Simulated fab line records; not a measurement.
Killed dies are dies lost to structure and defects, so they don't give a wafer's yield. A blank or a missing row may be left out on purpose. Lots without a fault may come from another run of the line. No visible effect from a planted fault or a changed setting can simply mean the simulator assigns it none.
Chamber matching	flow nand_harc	4 sister chambers for NHARC_P_STI_DESCUM_14 on rie_diel-09
The step chemistry O2, time 3 s. 14 wafers are shown with their chamber, then 7 later ones without.

## EACH WAFER AND ITS CHAMBER
wafer	chamber	drypump_motor_current_A (A)	oes_product_au (a.u.)	throttle_valve_pct (%)
L080.2	1	5.5	0.979	11.307
L080.3	2	4.6	0.987	11.313
L080.5	2	4.6	0.983	11.315
L082.1	3	5.7	1.010	11.301
L082.2	0	5.0	1.001	11.304
L082.4	1	5.5	0.986	11.301
L086.1	1	5.5	0.988	11.316
L086.2	2	4.6	1.004	11.300
L086.5	1	5.5	1.006	11.321
L087.1	1	5.5	0.980	11.316
L087.3	3	5.6	1.002	11.314
L087.6	1	5.5	0.993	11.315
L088.2	3	5.6	1.007	11.325
L088.3	1	5.5	0.983	11.315

SIGNATURES (means of the wafers above)
reading	chamber 0	chamber 1	chamber 2	chamber 3	scatter within a chamber
drypump_motor_current_A	5.000	5.500	4.600	5.633	0.0258
oes_product_au	1.00100	0.98786	0.99133	1.00633	0.00897
throttle_valve_pct	11.30400	11.31300	11.30933	11.31333	0.00831
Rule: distance of a wafer from a chamber = root of the sum over the readings of ((wafer's reading minus chamber's mean) / reading's scatter) squared. If the next closest chamber is less than 2 further off than the closest, the wafer can't be placed; otherwise it belongs to the closest. How the scatter is found: for the shown wafers, subtract from each reading the mean of its chamber, square and add these, divide the total by (wafers less chambers), then take the root.

## WAFERS WITH NO CHAMBER GIVEN
wafer	drypump_motor_current_A (A)	oes_product_au (a.u.)	throttle_valve_pct (%)
L088.5	5.6	1.000	11.318
L090.2	5.6	1.009	11.308
L090.5	4.6	0.988	11.308
L090.6	5.7	1.002	11.317
L097.1	4.6	0.995	11.318
L097.2	5.7	0.999	11.312
L097.5	5.5	0.988	11.335

## EACH ONE'S CHAMBER
wafer	from the rows above	in truth
L088.5	3	3
L090.2	3	3
L090.5	2	2
L090.6	3	3
L097.1	2	2
L097.2	3	3
L097.5	1	1
Correct placement for 7 of the 7. Number that these rows cannot place: 0. 0 placed wrongly.
